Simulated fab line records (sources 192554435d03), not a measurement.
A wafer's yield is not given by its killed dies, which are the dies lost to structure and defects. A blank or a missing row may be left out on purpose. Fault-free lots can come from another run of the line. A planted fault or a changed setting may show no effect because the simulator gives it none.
Matching of chambers	flow n5-finfet	N5_DUMMY_GATE_STRIP_48 on rie-diel-06: 4 sister chambers
The step strips in N2/H2, time 20 s. 8 wafers are shown with their chamber, then 9 later ones without.

## WAFERS PAIRED WITH THEIR CHAMBERS
wafer	chamber	showerhead-plenum-p-Torr (Torr)	throttle-valve-pct (%)
L082.4	2	3.37	12.5
L082.5	3	3.55	12.0
L084.6	3	3.55	12.1
L087.2	1	3.43	11.6
L087.6	0	3.29	11.9
L088.2	2	3.36	12.6
L088.5	1	3.43	11.6
L088.6	0	3.29	11.9

## WAFERS MISSING THEIR CHAMBER
wafer	showerhead-plenum-p-Torr (Torr)	throttle-valve-pct (%)
L090.2	3.36	12.6
L090.3	3.29	11.9
L090.4	3.43	11.6
L092.2	3.36	12.6
L092.5	3.42	11.6
L092.6	3.36	12.6
L094.4	3.36	12.6
L094.5	3.42	11.7
L094.6	3.36	12.6

## CHAMBER TAKEN BY EACH
wafer	from the rows above	in truth
L090.2	2	2
L090.3	0	0
L090.4	1	1
L092.2	2	2
L092.5	1	1
L092.6	2	2
L094.4	2	2
L094.5	1	1
L094.6	2	2
9 of 9 placed correctly. Left unplaced by these rows: 0. Wrongly placed: 0.
How it was worked out, from the rows above alone: a wafer's distance from a chamber is the root of the sum, over the readings, of the square of ((its reading less the chamber's mean) divided by the reading's scatter). The wafer belongs to the nearest chamber; if the next one is less than 2 further off, it can't be placed. A chamber's mean is the mean of its shown wafers. How the scatter is found: for the shown wafers, subtract from each reading the mean of its chamber, square and add these, divide the total by (wafers less chambers), then take the root.
